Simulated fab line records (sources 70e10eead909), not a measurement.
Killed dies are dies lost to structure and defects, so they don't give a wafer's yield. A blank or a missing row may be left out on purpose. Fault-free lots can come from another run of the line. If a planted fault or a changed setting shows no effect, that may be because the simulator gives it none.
Which tool did it? -- flow nand harc -- 39 wafers from 14 lots sampled at 5 of the route's 1302 steps

## WHAT THE GAUGES READ, wafer by wafer
NHARC_A_ONON_D2_THK_MEAS_02: measures by ellipsometry.
lot,measured,on,thk nm (nm)
L240,day 12 22:38,film metro-02,1013 1015 1013
L242,day 13 14:25,film metro-02,1003 1003 1003
L243,day 14 04:19,film metro-01,989 989 989
L247,day 15 19:04,film metro-02,1526 1528
L248,day 16 10:32,film metro-02,1008 1542
L250,day 16 18:36,film metro-01,989 1523
L251,day 17 07:18,film metro-02,994 993 993
L253,day 18 08:43,film metro-02,1003 1000 1004
L254,day 19 00:04,film metro-02,1001 1000 999
L256,day 19 18:41,film metro-02,1012 1012 1014
L257,day 20 00:32,film metro-01,1000 1000 999
L259,day 20 22:59,film metro-02,1005 1006 1006
L258,day 20 23:00,film metro-01,1006 1004 1004
L262,day 21 17:56,film metro-01,998 995 996

NHARC_END_SORT_01.
lot,measured,on,killed at array,killed at other,killed at periphery,killed dies,killed open,killed short
L247,day 27 16:52,prober-01,676 675,0 0,1 2,677 677,5 3,6 1
L248,day 28 16:14,prober-01,43 670,4 3,8 4,55 677,4 2,3 3
L250,day 28 21:36,prober-01,82 662,1 2,11 13,94 677,3 3,2 5
L251,day 29 06:41,prober-02,49 37 49,1 1 1,2 2 2,52 40 52,2 3 4,1 2 3
L254,day 31 04:50,prober-02,43 49,0 0,4 2,47 51,2 2,3 3

## WHICH TOOL RAN EACH LOT (tool, then ch and the chambers of the sampled wafers, then the start)
lot,NHARC_A_CHANNEL_FILL_D1_ETCHBACK_19,NHARC_A_DECK1_JOINT_CMP_02,NHARC_A_ONON_D2_DEP_00
L240,"rie si-01 ch 0,2,3, day 10 12:08","cmp-03 ch 0,1,3, day 12 21:21","pecvd onon-02 ch 0, day 12 22:11"
L242,"rie si-06 ch 0,3, day 11 04:05","cmp-01 ch 1,2,3, day 13 13:11","pecvd onon-02 ch 0, day 13 13:58"
L243,"rie si-02 ch 0,2,3, day 11 09:25","cmp-01 ch 1,2,3, day 14 03:02","pecvd onon-02 ch 0, day 14 03:49"
L247,"rie si-02 ch 0,3, day 13 04:49","cmp-03 ch 2,3, day 15 17:49","pecvd onon-03 ch 0, day 15 18:37"
L248,"rie si-01 ch 2,3, day 13 22:41","cmp-04 ch 0,1, day 16 09:13","pecvd onon-03 ch 0, day 16 10:11"
L250,"rie si-02 ch 0,2, day 14 05:41","cmp-04 ch 0,3, day 16 17:19","pecvd onon-03 ch 0, day 16 18:05"
L251,"rie si-06 ch 0,2,3, day 14 19:24","cmp-03 ch 1,2, day 17 06:02","pecvd onon-01 ch 0, day 17 06:47"
L253,"rie si-02 ch 1,2,3, day 15 19:48","cmp-04 ch 0,2,3, day 18 07:19","pecvd onon-01 ch 0, day 18 08:12"
L254,"rie si-02 ch 1,3, day 16 13:23","cmp-04 ch 0,2,3, day 18 22:47","pecvd onon-03 ch 0, day 18 23:33"
L256,"rie si-06 ch 1,2, day 17 05:35","cmp-01 ch 0,1, day 19 17:25","pecvd onon-03 ch 0, day 19 18:14"
L257,"rie si-06 ch 1,2,3, day 17 11:43","cmp-03 ch 0,3, day 19 23:15","pecvd onon-03 ch 0, day 20 00:01"
L259,"rie si-02 ch 0,1, day 18 04:12","cmp-01 ch 0,1, day 20 21:43","pecvd onon-03 ch 0, day 20 22:29"
L258,"rie si-06 ch 1,2,3, day 18 04:14","cmp-04 ch 0,2, day 20 21:44","pecvd onon-01 ch 0, day 20 22:37"
L262,"rie si-06 ch 1,2,3, day 19 08:02","cmp-03 ch 0,1,3, day 21 16:35","pecvd onon-02 ch 0, day 21 17:25"
- NHARC_A_CHANNEL_FILL_D1_ETCHBACK_19: etches the open film in HBr/Cl2, target depth 5 nm, time 1.7 s.
- NHARC_A_DECK1_JOINT_CMP_02: polishes SiOx.
- NHARC_A_ONON_D2_DEP_00: target thk 1000 nm.

## AS READ BY THE TOOLS THEMSELVES (means over the sampled wafers that have a number; for cases with no such wafer, the mark the record gives instead)
NHARC_A_CHANNEL_FILL_D1_ETCHBACK_19.
lot,tool,drypump motor current A (A),he backside leak sccm (sccm),mfc cl2 sccm (sccm),oes product au (a.u.),throttle valve pct (%)
L240,rie si-01,5.5,2.74,50.02,1.007,26.394
L242,rie si-06,5.7,2.60,50.02,1.009,26.408
L243,rie si-02,5.4,2.59,49.99,1.004,26.414
L247,rie si-02,5.3,2.77,49.91,0.996,26.410
L248,rie si-01,5.7,2.63,50.02,1.026,26.402
L250,rie si-02,5.3,2.64,50.02,1.015,26.412
L251,rie si-06,5.4,2.73,50.00,1.016,26.410
L253,rie si-02,5.7,2.60,50.00,1.009,26.411
L254,rie si-02,5.7,2.53,50.32,0.995,26.411
L256,rie si-06,5.2,2.74,49.76,1.015,26.408
L257,rie si-06,5.5,2.60,49.95,1.006,26.406
L259,rie si-02,5.9,2.84,50.11,1.003,26.409
L258,rie si-06,5.4,2.69,50.12,1.009,26.409
L262,rie si-06,5.4,2.66,50.08,1.012,26.400

NHARC_A_DECK1_JOINT_CMP_02.
lot,tool,motor current A (A),slurry flow ml min
L240,cmp-03,12.4,150.1
L242,cmp-01,11.9,149.7
L243,cmp-01,12.2,150.4
L247,cmp-03,12.4,150.8
L248,cmp-04,13.1,150.3
L250,cmp-04,11.5,149.7
L251,cmp-03,12.7,149.8
L253,cmp-04,11.6,149.5
L254,cmp-04,11.9,150.3
L256,cmp-01,11.7,149.5
L257,cmp-03,12.1,149.9
L259,cmp-01,11.9,150.5
L258,cmp-04,11.7,149.9
L262,cmp-03,12.8,150.3

## THE ANSWER, worked out from the rows above alone
Rule: what is usual is taken from the lots themselves. The widest of any qualifying gaps counts: lots, ordered by their means at a reading, are off when they make up no more than a third of the lots, leave a main group of 4 or more, and stand apart from it by 3 or more times the standard deviation of that group's means. Not used: any main group whose means are identical at the precision the tables above print for the reading. Also off: a lot with no number at a reading for which 4 or more lots have one. The other lots that the step has rows for count as sound. Order of review: gauges by route order, followed by the tools' own readings, for which a lot's mean as printed above is used. At the first step where some lot is off, the reading lying furthest off is the one used; lots without a number count as furthest.
Off at NHARC_A_ONON_D2_THK_MEAS_02 (thk nm): L247, L248, L250. For the main group the mean is 1002 nm and the standard deviation 7.1.
If a tool, at a process step before that reading, ran all the lots that are off and no sound lot after the first of them, it fits. Those tools and the gauges at NHARC_A_ONON_D2_THK_MEAS_02 are tried in the same way. Not one of the candidates tried fits.

## WHAT WAS PUT IN BY THE SIMULATOR
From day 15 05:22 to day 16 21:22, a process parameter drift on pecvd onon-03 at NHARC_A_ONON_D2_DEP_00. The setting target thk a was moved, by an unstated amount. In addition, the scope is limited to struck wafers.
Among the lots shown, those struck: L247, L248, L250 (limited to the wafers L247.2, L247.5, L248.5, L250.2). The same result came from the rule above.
